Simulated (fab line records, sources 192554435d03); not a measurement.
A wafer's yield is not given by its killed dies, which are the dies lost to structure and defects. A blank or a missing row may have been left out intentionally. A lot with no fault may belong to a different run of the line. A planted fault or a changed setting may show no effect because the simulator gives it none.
fab line records	flow n5Finfet
[record] lots = 4	wafers = 12	lastDay = 15
route steps=1938 shown SD_EPI_P@319 SD_ACTIVATION@330 ILD0@335 SDB@347 BEOL_M4@1111
lots untouched by any fault: they come from a run of this same line in which no faults occurred
startH: the number of hours between the record's first day and the start of the first shown wafer of the lot	waitH: hours from the lot's prior step to this one	" identical to the entry in the row above	L1.1+2: a single row standing in for several wafers	- no value present, or no start provided	* or withheld: withheld	< > ~ a bound
route shown NAME@n: a module of which the file shows steps, and the number in the route of the first	usual: the fault-free wafers' mean and standard deviation	same: alike in all rows	chamber/n: place in a boat	sites: each site's reading	_std_site: their standard deviation	_edge_site: the outer-site mean with the inner-site mean subtracted	radiusMm: how far each site lies from the wafer's centre	mask NAME#n: copy n	behind: the last tool/chamber to shape the wafer	hold: why the lot went on hold/how many hours it stayed there/how the hold came to an end	device: the transistor (n, p or np) that didn't switch	end of line: the same wafers' tests at the end of the route	a step given without rows: its recipe and nothing more	killed: at the first sort, the dies lost to defects and structure; wafer yield is something else	map: a wafer's dies, x killed, . not, _ none there
set.NAME: the run value of the setting; set.NAME@STEP: its run value at that earlier step	model.NAME: the simulator's own value behind a step, which no gauge read
certain route steps with their lots: each step a table, each wafer a row
services: when a tool's chamber went out of use (startH, in hours from the record's first day, below 0 if earlier), for how many hours, and the reason
[[steps]]
[step N5_SD_EPI_P_PRECLEAN_51]
[recipe] chemistry = NF3:NH3	afsCycles = 1	tempC = 30	timeS = 20	sublimationTempC = 180	sublimationTimeS = 60	pressureTorr = 3	rfPowerW = 30
[step N5_SD_EPI_P_VAPOR_ETCH_44]
[recipe] chemistry = NF3/Ar	target = SiGe30	tempC = 25	timeS = 3.3	mode = isotropic
[step N5_SD_EPI_P_EPI_21]
[recipe] material = SiGe:B	dopant = B	tempC = 550	pressureTorr = 20	ambient = H2	timeS = 355
[step N5_SD_EPI_P_HM_STRIP_48]
[recipe] chemistry = H3PO4	tempC = 160	material = SiNx	target = SiNx	targetDepthA = 30	overetchFraction = 0.3
[step N5_SD_EPI_P_SRD_49]
[recipe] dry = ipaMarangoni	timeS = 30	tempC = 23	rinseLiquid = diw
[step N5_SD_EPI_P_PRECLEAN_24]
[recipe] chemistry = O3/DIW	timeS = 45	tempC = 22	o3Ppm = 10
[step N5_SD_EPI_P_PRECLEAN_32]
[recipe] chemistry = dHF	timeS = 10	dilution = 500:1	tempC = 25
[step N5_SD_EPI_P_PRECLEAN_33]
[recipe] chemistry = SC2	timeS = 45	tempC = 35	mix = 1:1:50
[step N5_SD_EPI_P_SRD_25]
[recipe] timeS = 30	tempC = 23	rinseLiquid = diw	dry = ipaMarangoni
[step N5_SD_ACTIVATION_RTA_00]
[recipe] tempC = 975	timeS = 0	ambient = N2	idleTempC = 600	rampUpCPerS = 150	rampDownCPerS = 60	coolToC = 600
[step N5_SD_ACTIVATION_LSA_01]
[recipe] tempC = 1080	timeS = 0.0008	ambient = N2
[usual] wafer_temp_C_max = 1085.7/1.1
lot.wafer	tool	chamber	startH	waitH	wafer_temp_C_max
L310.1	laserAnneal-02	0	63.89	0.2	1086.1
L310.2	"	0	"	"	1084.9
L310.4	"	0	"	"	1086.8
L320.1	laserAnneal-02	0	130.85	0.3	1093.2
L320.3	"	0	"	"	1093.7
L320.6	"	0	"	"	1093.8
L322.1	laserAnneal-02	0	140.06	0.2	1093.1
L322.5	"	0	"	"	1093.4
L322.6	"	0	"	"	1091.4
L324.2	laserAnneal-01	0	150.55	0.2	1086.5
L324.5	"	0	"	"	1086.3
L324.6	"	0	"	"	1085.0
[step N5_SD_ACTIVATION_RS_MEAS_03]
[recipe] thkMeasGauge = four-point-probe
[usual] RS_SD_N = 22.0/0.31	RS_SD_P = 56.5/0.82
lot.wafer	tool	chamber	startH	waitH	RS_SD_N[ohm/sq]	RS_SD_P[ohm/sq]
L310.1	filmMetro-02	-	64.11	0.2	22.5	57.0
L310.2	"	-	"	"	22.5	55.2
L310.4	"	-	"	"	22.6	56.7
L320.1	filmMetro-02	-	131.05	0.2	21.0	55.9
L320.3	"	-	"	"	20.8	56.4
L320.6	"	-	"	"	21.0	57.3
L322.1	filmMetro-01	-	140.26	0.2	21.1	56.3
L322.5	"	-	"	"	20.9	55.5
L322.6	"	-	"	"	21.5	55.2
L324.2	filmMetro-01	-	150.75	0.2	22.6	57.1
L324.5	"	-	"	"	22.5	56.7
L324.6	"	-	"	"	22.6	57.4
[step N5_ILD0_LINER_00]
[recipe] material = SiNx	targetThkA = 40	tempC = 400	aldPrecursorFamily = SiH2I2	aldCoReactant = N2/H2-plasma	pulseTimeS = 1	purgeTimeS = 2	coReactantPurgeTimeS = 2	aldCycles = 80	pressureTorr = 2
[step N5_ILD0_FCVD_FILL_01]
[recipe] material = SiO2_flowable	targetThkA = 2000	tempC = 100	pressureTorr = 0.8	rfW = 2000	timeS = 328.3
[step N5_ILD0_CURE_02]
[recipe] tempC = 450	timeS = 1800	ambient = steam	idleTempC = 400	rampUpCPerMin = 5	rampDownCPerMin = 3	densificationPH2oTorr = 640
[step N5_ILD0_CMP_03]
[recipe] stopOn = SiNx	tOverpolishS = 1.9	postCmpClean = alkalineBrush	downForcePsi = 4.1491	platenRpm = 51.796	padVelocityMS = 1.0306	targetThkNm = 197.38
[step N5_ILD0_CMP_07]
[recipe] stopOn = poly-Si	material = SiO2_flowable	tOverpolishS = 1.18	postCmpClean = alkalineBrush	downForcePsi = 4.1491	platenRpm = 51.796	padVelocityMS = 1.0306	targetThkNm = 138.88
[step N5_ILD0_PRECLEAN_10]
[recipe] chemistry = NF3:NH3	afsCycles = 5	timeS = 20	tempC = 30	sublimationTempC = 180	sublimationTimeS = 60	pressureTorr = 3	rfPowerW = 30
[step N5_ILD0_ALD_15]
[recipe] material = SiNx	targetThkA = 240	tempC = 400	aldPrecursorFamily = SiH2I2	aldCoReactant = N2/H2-plasma	pulseTimeS = 1	aldCycles = 480	purgeTimeS = 2	coReactantPurgeTimeS = 2	pressureTorr = 2
[step N5_ILD0_CMP_12]
[recipe] stopOn = poly-Si	material = SiNx	tOverpolishS = 6	postCmpClean = alkalineBrush	downForcePsi = 2.5	platenRpm = 51.8	padVelocityMS = 1.0307	targetThkNm = 17.67
[step N5_SDB_HM_DEP_00]
[recipe] material = SiNx	targetThkA = 400	tempC = 400	precursor = SiH4/NH3/N2	pressureTorr = 1.5	rfW = 300	timeS = 35.3
[step N5_SDB_COAT_03]
[recipe] resist = SOC	tempC = 250	timeS = 60	spinRpm = 1500	resistThkNm = 100
[step N5_SDB_COAT_04]
[recipe] resist = SiARC	tempC = 220	timeS = 60	spinRpm = 1500	resistThkNm = 18
[step N5_SDB_COAT_05]
[recipe] resist = CAR-ArF	spinRpm = 1500	resistThkNm = 90
[step N5_SDB_EBR_07]
[recipe] solvent = PGMEA	ebrWidthMm = 1.5
[step N5_SDB_SOFTBAKE_06]
[recipe] tempC = 110	timeS = 60	resist = CAR-ArF
[step N5_SDB_EXPOSE_08]
[recipe] maskId = SDB	na = 1.35	sourceShape = conventional	sigmaOuter = 0.5	polarization = unpolarized	doseMj = 49.6
[step N5_SDB_PEB_09]
[recipe] pebTempC = withheld	pebTimeS = 60	resist = CAR-ArF
[step N5_SDB_DEVELOP_10]
[recipe] developTimeS = 30	developer = TMAH	resist = CAR-ArF	rinseLiquid = diw	dry = airSpin	devTempC = 23
[step N5_SDB_DESCUM_16]
[recipe] chemistry = O2	timeS = 7.9	sourcePowerW = 50	biasPowerW = 20	pressureMtorr = 20	rfFrequencyHz = 2.712e+07	tempC = 40	resist = CAR-ArF	o2FlowSccm = 225
[step N5_SDB_ETCH_17]
[recipe] chemistry = CF4	target = SiARC	targetDepthA = 234	maskMaterial = CAR-ArF	timeS = 39	ionEnergyEv = 80	pressureMtorr = 40	sourceW = 545	biasW = 36	Ar_flow_sccm = 100	cf4FlowSccm = 100	ends = cleared
[step N5_BEOL_M4_RC_MEAS_101]
[usual] DIBL_N = 36.3/1.2	DIBL_P = 36.7/1.5	IOFF_N = 0.164/0.02	IOFF_P = 0.214/0.024	ION_N = 673/8.5	ION_P = 461/5.9	RS_SD_N = 28.5/0.36	SS_N = 71.6/0.44	SS_P = 73.3/0.55	VT_N = 249.4/2.4	VT_P = -250.0/2.3
lot.wafer	tool	chamber	startH	waitH	DIBL_N[mV/V]	DIBL_P[mV/V]	IOFF_N[nA/um]	IOFF_P[nA/um]	ION_N[uA/um]	ION_P[uA/um]	RS_SD_N[ohm/sq]	SS_N[mV/dec]	SS_P[mV/dec]	VT_N[mV]	VT_P[mV]
L310.1	prober-02	0	171.73	0.0	35.2	33.6	0.146	0.190	674	462	28.9	71.2	72.8	250.3	-249.2
L310.2	"	0	"	"	36.0	34.6	0.151	0.207	660	462	29.0	71.9	73.1	250.2	-248.8
L310.4	"	0	"	"	36.6	34.5	0.158	0.204	666	457	29.4	71.4	73.3	250.9	-249.3
L320.1	prober-02	0	233.20	0.0	38.1	38.7	0.198	0.259	674	464	27.4	72.0	73.9	248.0	-245.5
L320.3	"	0	"	"	35.7	35.4	0.154	0.209	673	459	27.2	72.1	73.8	252.8	-250.9
L320.6	"	0	"	"	36.3	36.1	0.161	0.213	675	462	27.6	72.3	74.1	249.8	-249.9
L322.1	prober-02	0	254.03	0.0	37.6	38.8	0.177	0.203	667	453	27.5	72.3	73.5	247.6	-253.1
L322.5	"	0	"	"	36.9	37.6	0.159	0.185	668	452	27.3	71.1	72.8	251.1	-250.3
L322.6	"	0	"	"	38.8	39.2	0.203	0.215	665	451	27.7	72.2	73.4	249.4	-252.6
L324.2	prober-02	0	260.07	0.2	35.0	35.8	0.133	0.198	669	465	29.1	71.0	72.8	254.1	-248.2
L324.5	"	0	"	"	35.2	35.6	0.134	0.196	664	460	29.0	70.6	72.4	251.3	-249.8
L324.6	"	0	"	"	37.1	38.4	0.170	0.239	672	465	29.3	72.0	74.3	252.0	-244.9
[[services]]
tool	chamber	startH	hours	kind
laserAnneal-01	-	75.51	4.5	pm
laserAnneal-02	-	109.27	9.0	pm
laserAnneal-01	-	144.41	1.3	pm
laserAnneal-02	-	145.71	2.1	pm
[[key]]
[firstSign] step = N5_SD_ACTIVATION_LSA_01	reading = wafer_temp_C_max	direction = up	sigmas = 6.6	usual = *	struck = *
[effect] step = N5_SD_ACTIVATION_RS_MEAS_03	reading = RS_SD_N	direction = down	sigmas = 3.1	usual = 22.0	struck = 21.0
[effect] step = N5_BEOL_M4_RC_MEAS_101	reading = RS_SD_N	direction = down	sigmas = 3	usual = 28.5	struck = 27.5
metAt N5_SD_ACTIVATION_LSA_01
struckWafers L320.1,L320.3,L320.6,L322.1,L322.5,L322.6
onsetBetween 63.89 130.85
[fault] kind = processParameterDrift	tool = laserAnneal-02	chamber = -	onsetH = 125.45	steps = N5_SD_ACTIVATION_LSA_01	channel = tempC	offset = *	shape = step	stated = *
